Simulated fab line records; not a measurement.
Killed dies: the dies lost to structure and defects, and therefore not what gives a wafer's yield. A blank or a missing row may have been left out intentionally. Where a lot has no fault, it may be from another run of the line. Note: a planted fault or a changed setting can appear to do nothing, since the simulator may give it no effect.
Which tool is to blame? ; flow n5-finfet ; 9 lots with 26 wafers sampled at 2 steps, on a route of 1938 steps

WHAT THE GAUGES SHOWED, per wafer
N5_MOL_CONTACT_COAG_INSPECT_57: inspects for defects (brightfield).
lot;measured;on;raw-defect-count
L164;day 6 06:29;defect-inspect-02;109 228 146
L168;day 7 02:37;defect-inspect-01;1502 1632 1607
L169;day 7 08:56;defect-inspect-01;1604 1593 1627
L176;day 9 02:01;defect-inspect-01;283 152 219
L177;day 9 10:55;defect-inspect-01;256 284 184
L178;day 9 11:46;defect-inspect-02;163 220
L181;day 10 12:24;defect-inspect-02;245 348 214
L182;day 10 15:26;defect-inspect-01;211 169 155
L183;day 11 02:05;defect-inspect-02;227 178 186

WHICH TOOL RAN EACH LOT (tool, then ch and the chambers of the sampled wafers, then the start)
lot;N5_MOL_CONTACT_COAG_PECVD_31
L164;pecvd-04 ch 0,1, day 6 05:56
L168;pecvd-03 ch 0,2, day 7 02:12
L169;pecvd-03 ch 0,1, day 7 08:23
L176;pecvd-04 ch 1,2, day 9 01:26
L177;pecvd-02 ch 0,2, day 9 10:29
L178;pecvd-04 ch 1, day 9 11:11
L181;pecvd-04 ch 0,1, day 10 11:59
L182;pecvd-03 ch 0,1,2, day 10 14:53
L183;pecvd-03 ch 0,1, day 11 01:39
- N5_MOL_CONTACT_COAG_PECVD_31: deposits SiO2 from TEOS/O2, target thk 46 nm, time 8.9 s.

THE ANSWER, worked out from the rows above alone
Rule: the usual values come from the lots themselves. The widest of any qualifying gaps counts: lots, ordered by their means at a reading, are off when they make up no more than a third of the lots, leave a main group of 4 or more, and stand apart from it by 3 or more times the standard deviation of that group's means. A main group is skipped when, at the precision printed for the reading in the tables above, its means are all equal. Also off: a lot with no number at a reading for which 4 or more lots have one. Where the step has rows for the other lots, those lots are counted as sound.
Off: L168, L169 (N5_MOL_CONTACT_COAG_INSPECT_57, raw-defect-count). The main group: mean 208, standard deviation 35.
If a tool, at a process step before that reading, ran all the lots that are off and no sound lot after the first of them, it fits. Gauges at N5_MOL_CONTACT_COAG_INSPECT_57: tried the same way as those tools. None of those tried fits.

WHAT THE SIMULATOR HAD INSERTED
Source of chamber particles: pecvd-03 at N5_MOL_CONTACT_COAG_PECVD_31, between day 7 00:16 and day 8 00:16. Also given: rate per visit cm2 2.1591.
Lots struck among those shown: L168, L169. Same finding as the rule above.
